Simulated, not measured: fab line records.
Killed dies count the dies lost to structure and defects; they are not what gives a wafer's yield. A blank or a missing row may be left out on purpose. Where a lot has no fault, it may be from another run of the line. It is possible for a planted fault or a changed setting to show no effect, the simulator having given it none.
fab line records	flow nand_harc
[record] lots = 24	wafers = 72	last_day = 34
route steps=1302 shown P_M1@317 P_M2@331
lots that met no fault: from a run of the same line without faults
start_h: start of the lot's first displayed wafer, in hours after the record's first day	wait_h: time in hours since the lot's previous step	" as in the row above	L1.1+2: several wafers, shown together as one row	- value missing, or start not given	* or withheld: withheld	< > ~ a bound
route shown NAME@n: NAME is a module with steps in the file, n the number in the route of the first one	usual: mean/standard deviation of fault-free wafers	same: alike in all rows	chamber/n: place in a boat	sites: the reading at each site	_std_site: standard deviation of those values	_edge_site: inner sites' mean taken away from outer sites' mean	radius_mm: for every site, how far away it sits from the centre of the wafer	mask NAME#n: copy n	behind: the most recent tool/chamber to have shaped the wafer	hold: the reason the lot was held/the length of the hold in hours/how it ended	device: which transistor (n, p or np) failed to switch	end of line: tests run on the same wafers once the route is complete	step lacking rows: just its recipe	killed: count of dies lost to structure and defects at first sort (not the wafer's yield)	map: a wafer's dies, x killed, . not, _ none there
set.NAME: the run value of the setting; set.NAME@STEP: its run value at that earlier step	model.NAME: the simulator's own value behind a step, which no gauge read
the route's steps for a sample of lots (tables are steps, rows are wafers)
services: the hour from which a tool's chamber was out of use, counted from the record's first day as start_h (under 0 if before that day), plus the number of hours and why
[[steps]]
[step NHARC_P_M1_DEP_33]
[recipe] target_thk_a = 300	temp_c = 370	target_thk_nm = 30	pressure_torr = 3	flow_sccm = 200	rf_w = 450	material = SiCN
[usual] heater_power_outer_w = 318/56	heater_power_w = 582/60
lot.wafer	tool	chamber	start_h	wait_h	heater_power_outer_w	heater_power_w
L074.3	pecvd-04	1	133.62	0.1	399	651
L074.4	"	0	"	"	253	559
L074.5	"	2	"	"	262	486
L075.1	pecvd-03	1	136.29	0.1	277	508
L075.2	"	2	"	"	289	576
L075.6	"	2	"	"	293	567
L076.3	pecvd-04	2	147.97	0.1	296	521
L076.5	"	1	"	"	397	664
L076.4	"	2	"	"	296	538
L077.3	pecvd-01	2	161.61	0.1	300	594
L077.1	"	0	"	"	384	678
L077.2	"	1	"	"	360	573
L078.2	pecvd-01	0	164.00	0.1	307	582
L078.1	"	2	"	"	335	621
L078.6	"	1	"	"	388	609
L079.3	pecvd-01	1	179.37	0.1	390	610
L079.2	"	2	"	"	332	642
L079.5	"	0	"	"	345	626
L080.2	pecvd-04	1	191.24	0.1	352	578
L080.3	"	0	"	"	203	483
L080.4	"	2	"	"	331	577
L081.1	pecvd-01	1	193.80	0.1	362	579
L081.2	"	0	"	"	304	573
L081.4	"	0	"	"	305	571
L082.3	pecvd-04	2	211.38	0.1	339	572
L082.1	"	0	"	"	252	548
L082.5	"	0	"	"	249	574
L083.3	pecvd-04	2	214.74	0.1	275	504
L083.1	"	0	"	"	245	536
L083.6	"	1	"	"	365	627
L084.2	pecvd-04	1	234.50	0.1	342	588
L084.3	"	2	"	"	281	496
L084.1	"	0	"	"	246	551
L085.1	pecvd-04	1	239.93	0.1	344	595
L085.2	"	2	"	"	325	563
L085.5	"	1	"	"	337	590
L086.3	pecvd-04	1	245.52	0.1	373	603
L086.2	"	2	"	"	332	586
L086.5	"	1	"	"	365	612
L087.2	pecvd-01	1	276.02	0.1	324	515
L087.5	"	0	"	"	365	649
L087.6	"	1	"	"	321	521
L089.1	pecvd-03	0	276.09	0.1	317	593
L089.3	"	1	"	"	295	559
L089.2	"	2	"	"	300	584
L088.2	pecvd-01	1	277.33	0.1	351	557
L088.3	"	2	"	"	353	682
L088.5	"	0	"	"	343	622
L090.3	pecvd-01	1	293.76	0.1	382	586
L090.5	"	0	"	"	341	624
L090.6	"	1	"	"	376	597
L091.1	pecvd-01	1	298.57	0.1	336	566
L091.3	"	0	"	"	329	624
L091.4	"	0	"	"	338	631
L092.3	pecvd-03	0	316.57	0.1	372	648
L092.1	"	1	"	"	281	540
L092.4	"	0	"	"	283	525
L093.2	pecvd-04	1	327.09	0.1	366	623
L093.5	"	0	"	"	158	421
L093.4	"	2	"	"	326	586
L094.1	pecvd-04	1	334.41	0.1	381	643
L094.3	"	2	"	"	311	542
L094.4	"	1	"	"	381	628
L095.3	pecvd-03	1	346.40	0.1	255	517
L095.1	"	2	"	"	355	658
L095.5	"	0	"	"	373	636
L096.1	pecvd-01	1	349.55	0.1	315	505
L096.3	"	0	"	"	424	721
L096.4	"	2	"	"	380	744
L097.3	pecvd-04	0	361.65	0.1	160	430
L097.4	"	0	"	"	164	429
L097.6	"	2	"	"	336	598
[step NHARC_P_M2_DESCUM_14]
[recipe] time_s = 3	o2_flow_sccm = 200	ar_flow_sccm = 0	bias_power_w = 0	chemistry = O2
[usual] drypump_motor_current_A = 5.7/0.47	oes_product_au = 1.002/0.01	rf_vpp_V = 58.0/0.95	showerhead_plenum_p_Torr = 1.95/0.089	throttle_valve_pct = 11.311/0.0084
lot.wafer	tool	chamber	start_h	wait_h	drypump_motor_current_A	oes_product_au	rf_hours_counter_h	rf_vpp_V	showerhead_plenum_p_Torr	throttle_valve_pct
L074.3	rie_diel-09	2	134.90	0.1	5.3	1.011	10	57.7	1.81	11.323
L074.5	"	3	"	"	6.3	0.993	-	58.5	1.88	11.311
L074.4	"	2	"	"	5.3	1.007	-	57.8	1.81	11.319
L075.1	rie_diel-09	3	137.57	0.1	6.3	1.008	9	57.6	1.88	11.309
L075.2	"	0	"	"	6.5	1.006	9	59.0	2.04	11.289
L075.6	"	2	"	"	5.3	1.020	-	57.4	1.81	11.322
L076.3	rie_diel-11	1	149.23	0.1	5.9	1.015	5	57.1	2.03	11.307
L076.5	"	1	"	"	5.9	1.010	-	59.8	2.03	11.310
L076.4	"	3	"	"	5.5	1.017	-	56.9	1.86	11.300
L077.2	rie_diel-11	1	162.92	0.1	5.9	1.019	7	58.7	2.03	11.297
L077.1	"	3	"	"	5.5	1.022	6	59.8	1.86	11.307
L077.3	"	0	"	"	5.8	1.005	7	57.2	1.85	11.299
L078.1	rie_diel-11	0	165.44	0.1	5.8	0.993	7	58.6	1.85	11.315
L078.2	"	1	"	"	5.9	1.021	7	57.7	2.03	11.312
L078.6	"	0	"	"	5.8	1.001	-	58.3	1.85	11.312
L079.2	rie_diel-09	2	180.81	0.1	5.2	1.014	1	58.0	1.81	11.307
L079.3	"	3	"	"	6.3	0.986	1	57.4	1.88	11.312
L079.5	"	2	"	"	5.2	1.007	-	55.9	1.81	11.315
L080.3	rie_diel-11	3	192.54	0.1	5.5	1.003	10	56.2	1.85	11.305
L080.2	"	0	"	"	5.8	1.008	10	57.8	1.85	11.318
L080.4	"	1	"	"	5.9	0.999	10	57.6	2.03	11.314
L081.2	rie_diel-06	0	195.09	0.1	5.0	1.015	3	57.0	1.98	11.324
L081.1	"	1	"	"	6.1	1.011	3	56.4	2.04	11.316
L081.4	"	2	"	"	5.4	1.007	3	59.5	2.01	11.318
L082.1	rie_diel-06	1	212.77	0.1	6.1	1.005	5	58.6	2.04	11.315
L082.3	"	2	"	"	5.4	0.992	4	57.6	2.01	11.311
L082.5	"	1	"	"	6.0	0.998	-	59.6	2.04	11.308
L083.1	rie_diel-11	3	216.18	0.1	5.5	1.004	11	57.8	1.85	11.335
L083.3	"	0	"	"	5.8	1.002	12	57.1	1.85	11.303
L083.6	"	3	"	"	5.5	1.006	-	58.1	1.85	11.305
L084.2	rie_diel-06	2	235.91	0.1	5.4	0.998	6	58.4	2.01	11.322
L084.3	"	3	"	"	5.6	1.003	6	58.5	2.05	11.312
L084.1	"	0	"	"	5.0	1.016	5	58.9	1.98	11.300
L085.2	rie_diel-11	3	241.38	0.1	5.5	1.001	13	56.2	1.85	11.306
L085.1	"	1	"	"	5.9	1.017	13	58.3	2.03	11.310
L085.5	"	3	"	"	5.5	0.998	-	56.9	1.85	11.290
L086.2	rie_diel-06	1	246.79	0.1	6.1	1.001	6	57.0	2.04	11.306
L086.3	"	2	"	"	5.4	1.000	6	57.5	2.01	11.306
L086.5	"	0	"	"	5.0	1.008	-	58.3	1.98	11.304
L087.2	rie_diel-09	0	277.38	0.1	6.5	1.012	7	57.2	2.04	11.305
L087.6	"	2	"	"	5.3	1.002	-	58.0	1.81	11.315
L087.5	"	0	"	"	6.5	1.019	-	59.8	2.04	11.303
L089.3	rie_diel-06	3	277.38	0.1	5.6	0.998	8	58.7	2.04	11.326
L089.1	"	1	"	"	6.0	0.996	8	57.6	2.04	11.312
L089.2	"	2	"	"	5.5	0.999	8	56.9	2.01	11.321
L088.2	rie_diel-09	0	278.76	0.1	6.5	1.015	7	57.8	2.04	11.313
L088.3	"	1	"	"	6.3	0.991	6	58.7	1.91	11.321
L088.5	"	2	"	"	5.2	1.006	-	57.1	1.81	11.305
L090.3	rie_diel-11	1	295.08	0.1	5.9	0.996	2	58.3	2.02	11.317
L090.6	"	1	"	"	5.9	0.994	-	58.7	2.02	11.317
L090.5	"	2	"	"	5.1	0.992	-	58.7	2.06	11.314
L091.1	rie_diel-09	2	299.99	0.1	5.2	1.016	8	57.8	1.81	11.307
L091.3	"	0	"	"	6.5	0.989	8	58.1	2.04	11.305
L091.4	"	1	"	"	6.3	0.987	6	58.4	1.91	11.326
L092.1	rie_diel-09	2	317.93	0.1	5.2	1.010	9	58.5	1.81	11.317
L092.4	"	3	"	"	6.3	0.990	8	58.3	1.88	11.314
L092.3	"	1	"	"	6.2	0.988	7	57.1	1.91	11.312
L093.4	rie_diel-11	2	328.38	0.1	5.1	0.977	5	59.3	2.05	11.308
L093.2	"	0	"	"	5.8	0.990	4	59.6	1.85	11.317
L093.5	"	2	"	"	5.1	0.979	-	57.7	2.05	11.319
L094.1	rie_diel-06	1	335.84	0.1	6.1	0.989	1	59.4	2.04	11.313
L094.3	"	2	"	"	5.4	0.999	1	58.1	2.01	11.304
L094.4	"	0	"	"	5.0	0.988	1	57.5	1.98	11.310
L095.1	rie_diel-09	0	347.80	0.1	6.5	0.999	1	56.8	2.04	11.319
L095.3	"	1	"	"	6.3	1.015	1	58.2	1.91	11.308
L095.5	"	0	"	"	6.5	0.992	-	60.2	2.04	11.306
L096.3	rie_diel-11	2	351.01	0.1	5.1	0.987	7	58.8	2.05	11.310
L096.1	"	3	"	"	5.5	1.008	6	56.7	1.85	11.313
L096.4	"	0	"	"	5.8	1.000	5	57.1	1.85	11.319
L097.4	rie_diel-09	3	363.08	0.1	6.4	0.990	2	56.9	1.88	11.299
L097.3	"	0	"	"	6.5	0.998	2	58.1	2.04	11.320
L097.6	"	3	"	"	6.4	1.001	-	57.1	1.88	11.310
[step NHARC_P_M2_ETCH_15]
[recipe] target_depth_a = 1825	time_s = 91.2	c4f8_flow_sccm = withheld	ar_flow_sccm = 400	rf_w = 600	bias_w = 300	chemistry = C4F8/Ar
[usual] oes_product_au = 0.942/0.02	rf_vpp_V = 441.8/2.8
lot.wafer	tool	chamber	start_h	wait_h	oes_product_au	rf_hours_counter_h	rf_vpp_V
L074.3	rie_diel-09	3	-	-	0.955	9	439.9
L074.5	"	3	"	"	0.951	-	440.0
L074.4	"	2	"	"	0.963	-	437.2
L075.1	rie_diel-09	2	-	-	0.975	10	437.1
L075.2	"	0	"	"	0.975	9	445.1
L075.6	"	3	"	"	0.964	-	439.2
L076.3	rie_diel-11	3	-	-	0.937	5	439.6
L076.4	"	1	"	"	0.947	-	444.5
L076.5	"	3	"	"	0.936	-	438.5
L077.2	rie_diel-11	3	-	-	0.945	6	439.7
L077.1	"	0	"	"	0.924	7	440.1
L077.3	"	1	"	"	0.945	7	445.5
L078.1	rie_diel-11	3	-	-	0.937	6	439.6
L078.2	"	1	"	"	0.943	7	445.0
L078.6	"	3	"	"	0.943	-	439.8
L079.3	rie_diel-09	1	-	-	0.940	1	441.6
L079.2	"	2	"	"	0.934	1	438.0
L079.5	"	0	"	"	0.942	-	445.2
L080.3	rie_diel-11	1	-	-	0.982	10	444.4
L080.4	"	2	"	"	0.951	7	444.9
L080.2	"	0	"	"	0.991	11	439.0
L081.4	rie_diel-06	1	-	-	0.935	3	444.0
L081.1	"	2	"	"	0.923	3	442.7
L081.2	"	3	"	"	0.921	3	443.5
L082.3	rie_diel-06	2	-	-	0.928	4	443.9
L082.1	"	3	"	"	0.929	4	445.7
L082.5	"	2	"	"	0.924	-	443.9
L083.1	rie_diel-11	2	-	-	0.925	8	443.5
L083.3	"	0	"	"	0.941	12	439.6
L083.6	"	2	"	"	0.926	-	446.8
L084.3	rie_diel-06	3	-	-	0.925	6	443.9
L084.1	"	1	"	"	0.925	6	443.9
L084.2	"	2	"	"	0.922	6	444.6
L085.2	rie_diel-11	0	-	-	0.939	13	439.5
L085.1	"	1	"	"	0.933	13	445.1
L085.5	"	0	"	"	0.943	-	437.7
L086.2	rie_diel-06	0	-	-	0.932	6	445.2
L086.3	"	3	"	"	0.932	6	445.2
L086.5	"	0	"	"	0.934	-	443.5
L089.3	rie_diel-06	0	-	-	0.940	7	440.9
L089.2	"	2	"	"	0.931	8	445.4
L089.1	"	3	"	"	0.934	8	445.2
L087.2	rie_diel-09	1	-	-	0.955	5	442.3
L087.5	"	2	"	"	0.963	-	438.6
L087.6	"	1	"	"	0.951	-	441.6
L088.2	rie_diel-09	0	-	-	0.969	7	444.6
L088.3	"	2	"	"	0.963	7	439.1
L088.5	"	0	"	"	0.965	-	446.4
L090.3	rie_diel-11	3	-	-	0.968	3	438.9
L090.6	"	3	"	"	0.974	-	439.6
L090.5	"	0	"	"	0.967	-	438.5
L091.3	rie_diel-09	3	-	-	0.918	7	440.0
L091.1	"	0	"	"	0.934	8	444.6
L091.4	"	1	"	"	0.909	6	441.1
L092.1	rie_diel-09	2	-	-	0.940	9	438.8
L092.3	"	3	"	"	0.956	8	439.9
L092.4	"	0	"	"	0.930	8	444.4
L093.2	rie_diel-11	3	-	-	0.927	5	439.1
L093.4	"	0	"	"	0.919	4	440.0
L093.5	"	3	"	"	0.929	-	439.0
L094.4	rie_diel-06	2	-	-	0.933	1	443.2
L094.3	"	3	"	"	0.931	1	444.1
L094.1	"	0	"	"	0.923	1	443.9
L095.3	rie_diel-09	0	-	-	0.958	1	444.9
L095.1	"	1	"	"	0.990	1	441.7
L095.5	"	3	"	"	0.963	-	440.8
L096.4	rie_diel-11	0	-	-	0.929	5	438.8
L096.1	"	1	"	"	0.923	5	442.7
L096.3	"	2	"	"	0.917	7	446.2
L097.3	rie_diel-09	0	-	-	0.964	2	445.2
L097.4	"	3	"	"	0.958	2	439.6
L097.6	"	1	"	"	0.979	-	442.2
[step NHARC_P_M2_DEGAS_29]
[recipe] temp_c = 250	time_s = 60
[usual] heater_power_w = 323/31
lot.wafer	tool	chamber	start_h	wait_h	heater_power_w
L074.4	pvd_sputter-03	-	136.04	-	316
L074.3	"	-	"	"	304
L074.5	"	-	"	"	313
L075.2	pvd_sputter-02	-	138.59	-	276
L075.1	"	-	"	"	351
L075.6	"	-	"	"	287
L076.4	pvd_sputter-03	-	150.37	-	286
L076.3	"	-	"	"	317
L076.5	"	-	"	"	310
L077.2	pvd_sputter-02	-	163.98	-	280
L077.1	"	-	"	"	368
L077.3	"	-	"	"	339
L078.1	pvd_sputter-02	-	166.56	-	277
L078.2	"	-	"	"	353
L078.6	"	-	"	"	278
L079.2	pvd_sputter-03	-	181.91	-	313
L079.3	"	-	"	"	303
L079.5	"	-	"	"	327
L080.4	pvd_sputter-03	-	193.55	-	288
L080.2	"	-	"	"	311
L080.3	"	-	"	"	304
L081.2	pvd_sputter-02	-	196.17	-	362
L081.4	"	-	"	"	344
L081.1	"	-	"	"	356
L082.3	pvd_sputter-01	-	213.78	-	385
L082.1	"	-	"	"	357
L082.5	"	-	"	"	370
L083.1	pvd_sputter-01	-	217.18	-	370
L083.3	"	-	"	"	301
L083.6	"	-	"	"	377
L084.1	pvd_sputter-03	-	236.94	-	314
L084.2	"	-	"	"	303
L084.3	"	-	"	"	279
L085.2	pvd_sputter-01	-	242.48	-	290
L085.1	"	-	"	"	296
L085.5	"	-	"	"	366
L086.2	pvd_sputter-03	-	247.79	-	325
L086.3	"	-	"	"	286
L086.5	"	-	"	"	305
L089.3	pvd_sputter-03	-	278.40	-	326
L089.1	"	-	"	"	315
L089.2	"	-	"	"	298
L087.2	pvd_sputter-02	-	278.50	-	276
L087.5	"	-	"	"	336
L087.6	"	-	"	"	272
L088.2	pvd_sputter-01	-	279.84	-	293
L088.3	"	-	"	"	302
L088.5	"	-	"	"	359
L090.3	pvd_sputter-01	-	296.17	-	352
L090.6	"	-	"	"	377
L090.5	"	-	"	"	301
L091.3	pvd_sputter-03	-	301.11	-	313
L091.1	"	-	"	"	295
L091.4	"	-	"	"	283
L092.4	pvd_sputter-02	-	318.95	-	362
L092.1	"	-	"	"	356
L092.3	"	-	"	"	352
L093.4	pvd_sputter-02	-	329.39	-	347
L093.2	"	-	"	"	352
L093.5	"	-	"	"	346
L094.1	pvd_sputter-01	-	336.87	-	296
L094.4	"	-	"	"	303
L094.3	"	-	"	"	370
L095.1	pvd_sputter-02	-	348.81	-	286
L095.3	"	-	"	"	352
L095.5	"	-	"	"	276
L096.1	pvd_sputter-01	-	352.03	-	303
L096.3	"	-	"	"	367
L096.4	"	-	"	"	293
L097.3	pvd_sputter-03	-	364.12	-	314
L097.4	"	-	"	"	298
L097.6	"	-	"	"	333
[step NHARC_P_M2_PVD_20]
[recipe] target_thk_a = 50	bias_v = 168.6	power_w = 15000	chamber_pressure_pa = 0.12	time_s = 8.06	substrate_temp_c = 50	material = TaN
[usual] throttle_valve_pct = 29.4/1.3
lot.wafer	tool	chamber	start_h	wait_h	throttle_valve_pct
L074.4	pvd_sputter-03	-	-	-	29.0
L074.3	"	-	"	"	27.4
L074.5	"	-	"	"	28.4
L075.1	pvd_sputter-02	-	-	-	28.9
L075.2	"	-	"	"	29.8
L075.6	"	-	"	"	28.9
L076.3	pvd_sputter-03	-	-	-	28.8
L076.4	"	-	"	"	27.0
L076.5	"	-	"	"	29.7
L077.1	pvd_sputter-02	-	-	-	29.8
L077.3	"	-	"	"	30.6
L077.2	"	-	"	"	29.8
L078.2	pvd_sputter-02	-	-	-	30.0
L078.1	"	-	"	"	30.7
L078.6	"	-	"	"	30.1
L079.2	pvd_sputter-03	-	-	-	31.3
L079.3	"	-	"	"	26.8
L079.5	"	-	"	"	31.1
L080.2	pvd_sputter-03	-	-	-	26.6
L080.4	"	-	"	"	28.9
L080.3	"	-	"	"	30.1
L081.2	pvd_sputter-02	-	-	-	29.7
L081.4	"	-	"	"	29.6
L081.1	"	-	"	"	29.0
L082.1	pvd_sputter-01	-	-	-	30.0
L082.3	"	-	"	"	30.1
L082.5	"	-	"	"	30.0
L083.3	pvd_sputter-01	-	-	-	27.5
L083.1	"	-	"	"	30.3
L083.6	"	-	"	"	27.9
L084.3	pvd_sputter-03	-	-	-	31.2
L084.2	"	-	"	"	29.0
L084.1	"	-	"	"	29.9
L085.1	pvd_sputter-01	-	-	-	30.9
L085.2	"	-	"	"	29.2
L085.5	"	-	"	"	31.0
L086.2	pvd_sputter-03	-	-	-	28.9
L086.3	"	-	"	"	26.6
L086.5	"	-	"	"	31.3
L089.1	pvd_sputter-03	-	-	-	30.1
L089.2	"	-	"	"	26.7
L089.3	"	-	"	"	30.7
L087.2	pvd_sputter-02	-	-	-	30.0
L087.5	"	-	"	"	29.6
L087.6	"	-	"	"	28.9
L088.3	pvd_sputter-01	-	-	-	27.1
L088.2	"	-	"	"	30.7
L088.5	"	-	"	"	29.1
L090.3	pvd_sputter-01	-	-	-	30.7
L090.6	"	-	"	"	31.0
L090.5	"	-	"	"	29.2
L091.4	pvd_sputter-03	-	-	-	28.9
L091.1	"	-	"	"	26.8
L091.3	"	-	"	"	31.0
L092.1	pvd_sputter-02	-	-	-	29.7
L092.3	"	-	"	"	29.5
L092.4	"	-	"	"	28.9
L093.4	pvd_sputter-02	-	-	-	30.3
L093.2	"	-	"	"	29.9
L093.5	"	-	"	"	30.2
L094.3	pvd_sputter-01	-	-	-	30.0
L094.1	"	-	"	"	27.0
L094.4	"	-	"	"	30.9
L095.3	pvd_sputter-02	-	-	-	29.6
L095.1	"	-	"	"	30.2
L095.5	"	-	"	"	29.0
L096.3	pvd_sputter-01	-	-	-	27.0
L096.4	"	-	"	"	30.9
L096.1	"	-	"	"	29.8
L097.3	pvd_sputter-03	-	-	-	26.5
L097.4	"	-	"	"	30.4
L097.6	"	-	"	"	30.4
[step NHARC_P_M2_PRE_CLEAN_32]
[recipe] time_s = 12	temp_c = 370	rf_power_w = 300	gas = NH3
[usual] heater_power_outer_w = 357/57	heater_power_w = 632/61
lot.wafer	tool	chamber	start_h	wait_h	heater_power_outer_w	heater_power_w
L074.3	pecvd-04	0	137.67	0.1	261	570
L074.4	"	2	"	"	392	637
L074.5	"	0	"	"	260	586
L075.1	pecvd-04	1	140.21	0.1	422	703
L075.2	"	2	"	"	352	623
L075.6	"	1	"	"	421	684
L076.3	pecvd-03	2	152.02	0.1	313	617
L076.4	"	1	"	"	344	613
L076.5	"	2	"	"	304	602
L077.1	pecvd-01	0	165.60	0.1	389	687
L077.2	"	1	"	"	371	590
L077.3	"	2	"	"	378	701
L078.1	pecvd-04	1	168.18	0.1	379	655
L078.2	"	0	"	"	216	511
L078.6	"	0	"	"	218	519
L079.2	pecvd-03	1	183.53	0.1	337	606
L079.3	"	0	"	"	369	649
L079.5	"	1	"	"	335	604
L080.2	pecvd-04	0	195.22	0.1	251	552
L080.3	"	1	"	"	389	643
L080.4	"	2	"	"	360	627
L081.1	pecvd-04	2	197.81	0.1	366	634
L081.2	"	0	"	"	286	610
L081.4	"	1	"	"	405	678
L082.1	pecvd-03	0	215.41	0.1	390	669
L082.3	"	2	"	"	399	691
L082.5	"	1	"	"	288	538
L083.1	pecvd-01	1	218.81	0.1	362	572
L083.3	"	2	"	"	405	723
L083.6	"	0	"	"	338	624
L084.1	pecvd-01	1	238.60	0.1	417	654
L084.3	"	2	"	"	350	660
L084.2	"	0	"	"	422	728
L085.1	pecvd-01	2	244.22	0.1	370	672
L085.2	"	1	"	"	367	597
L085.5	"	0	"	"	347	637
L086.2	pecvd-04	2	249.44	0.1	348	578
L086.3	"	1	"	"	374	613
L086.5	"	2	"	"	351	590
L089.2	pecvd-01	1	280.01	0.1	423	647
L089.1	"	2	"	"	364	674
L089.3	"	0	"	"	340	621
L087.2	pecvd-03	2	280.34	0.1	402	746
L087.5	"	2	"	"	409	748
L087.6	"	0	"	"	377	644
L088.2	pecvd-01	0	281.44	0.1	432	701
L088.3	"	2	"	"	384	696
L088.5	"	2	"	"	373	698
L090.3	pecvd-01	2	298.06	0.1	393	702
L090.6	"	2	"	"	387	709
L090.5	"	0	"	"	355	632
L091.3	pecvd-04	1	302.77	0.1	368	609
L091.1	"	2	"	"	369	629
L091.4	"	2	"	"	385	665
L092.3	pecvd-03	0	320.61	0.1	335	597
L092.1	"	1	"	"	319	582
L092.4	"	1	"	"	326	593
L093.2	pecvd-04	2	331.01	0.1	375	629
L093.5	"	2	"	"	383	649
L093.4	"	0	"	"	215	512
L094.3	pecvd-01	0	338.49	0.1	463	757
L094.1	"	1	"	"	372	564
L094.4	"	2	"	"	349	649
L095.3	pecvd-04	1	350.52	0.1	424	720
L095.1	"	0	"	"	195	473
L095.5	"	1	"	"	444	691
L096.1	pecvd-04	1	353.67	0.1	392	654
L096.3	"	2	"	"	304	529
L096.4	"	2	"	"	302	529
L097.3	pecvd-03	0	365.73	0.1	417	689
L097.6	"	0	"	"	425	711
L097.4	"	2	"	"	414	733
[[services]]
tool	chamber	start_h	hours	kind
pecvd-01	-	130.00	13.0	pm
rie_diel-09	1	131.01	5.3	repair
rie_diel-09	-	143.10	9.0	pm
rie_diel-11	2	147.25	22.2	repair
pvd_sputter-02	-	150.74	3.4	repair
rie_diel-09	1	163.64	11.2	repair
pvd_sputter-02	-	172.72	1.0	repair
rie_diel-09	3	180.94	5.6	repair
rie_diel-09	1	194.87	19.0	repair
pecvd-04	1	202.67	2.5	repair
rie_diel-09	0	208.86	3.3	repair
pecvd-01	-	210.32	1.2	repair
rie_diel-11	-	212.22	1.4	repair
rie_diel-09	3	214.46	12.9	repair
rie_diel-11	0	242.51	3.7	repair
rie_diel-11	-	255.50	9.0	pm
pecvd-04	-	269.05	13.0	pm
rie_diel-09	3	273.10	7.5	repair
pvd_sputter-02	-	282.07	10.0	pm
pvd_sputter-02	-	295.20	1.3	repair
pecvd-01	-	311.00	13.0	pm
rie_diel-09	-	320.10	9.0	pm
pvd_sputter-03	-	348.02	10.0	pm
rie_diel-11	2	362.29	1.3	repair
[[key]]
fault none
